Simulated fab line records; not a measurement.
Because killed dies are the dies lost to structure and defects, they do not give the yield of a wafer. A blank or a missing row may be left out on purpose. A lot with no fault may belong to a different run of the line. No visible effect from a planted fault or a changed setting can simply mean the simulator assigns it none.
2 desks, one fault	flow n5_finfet	what lay behind the numbers comes last; until then each desk has only its own

## THE TOOL OWNER'S DESK: pecvd-01
The tool's own readings at N5_BEOL_M3_PECVD_72 (deposits SiO2 from TEOS/O2, target thk 16 nm, time 18 s): means of the sampled wafers that have a number, for each lot that ran on this tool. If a lot's mean is further than 4 standard deviations from the usual mean, the lot is out of limits and carries the mark OUT (the distance appears in the brackets).
Columns: A = heater_power_outer_w at N5_BEOL_M3_PECVD_72, usual 423 W; B = heater_power_w at N5_BEOL_M3_PECVD_72, usual 715 W; C = showerhead_plenum_p_Torr at N5_BEOL_M3_PECVD_72, usual 8.79 Torr; D = susceptor_temp_C at N5_BEOL_M3_PECVD_72, usual 399.99 C; E = throttle_valve_pct at N5_BEOL_M3_PECVD_72, usual 22.1 %
lot	first seen here	A	B	C	D	E
L534	day 9 12:23	425	728	8.76	399.85	23.0
L542	day 11 12:53	378	669	8.75	391.76 (-36) OUT	23.1
L545	day 12 11:07	504	811	8.76	395.97 (-17) OUT	22.1
Finding of this desk: L542, L545 out of limits; the first was L542 at day 11 12:53, on susceptor_temp_C at N5_BEOL_M3_PECVD_72. Within limits: L534.

## AT THE METROLOGY DESK
Means of the sampled wafers that have a number, per lot and without regard to the tool the lot ran on: this is what the gauges read. If a lot's mean is further than 4 standard deviations from the usual mean, the lot is out of limits and carries the mark OUT (the distance appears in the brackets). It has 10 readings; the 7 that lie furthest out on some lot are the ones shown.
Columns: A = DIBL_N at N5_BEOL_M4_RC_MEAS_101, usual 35.4 mV/V; B = IOFF_N at N5_BEOL_M4_RC_MEAS_101, usual 0.15 nA/um; C = ION_N at N5_BEOL_M4_RC_MEAS_101, usual 677 uA/um; D = ION_P at N5_BEOL_M4_RC_MEAS_101, usual 462 uA/um; E = SS_N at N5_BEOL_M4_RC_MEAS_101, usual 71.4 mV/dec; F = VT_N at N5_BEOL_M4_RC_MEAS_101, usual 250 mV; G = VT_P at N5_BEOL_M4_RC_MEAS_101, usual -251 mV
lot	first seen here	A	B	C	D	E	F	G
L534	day 10 15:29	36.9	0.15	677	462	71.5	248	-249
L542	day 12 19:35	34.3	0.13	675	461	70.8	253	-252
L545	day 13 15:58	34.9	0.15	692	470	71.2	249	-250
L547	day 14 14:11	35.0	0.15	691	464	71.7	249	-253
Finding of this desk: none of the 4 lots has anything out of limits.

## TAKEN TOGETHER
On L542, L545, at day 11 12:53, an alarm was possible from the tool owner's desk.
Metrology desk: nothing out of limits seen.
The metrology desk holds a record of L542, L545, inside its limits.
Every lot named ran N5_BEOL_M3_PECVD_72 on pecvd-01.

## WHAT THE SIMULATOR HAD INSERTED
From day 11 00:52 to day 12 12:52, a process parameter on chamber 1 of pecvd-01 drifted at N5_BEOL_M3_PECVD_72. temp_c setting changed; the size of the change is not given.
Lots struck among those shown: L542, L545.
Delay in hours, fault start to first out-of-limits reading, by desk: the tool owner's desk at 12.
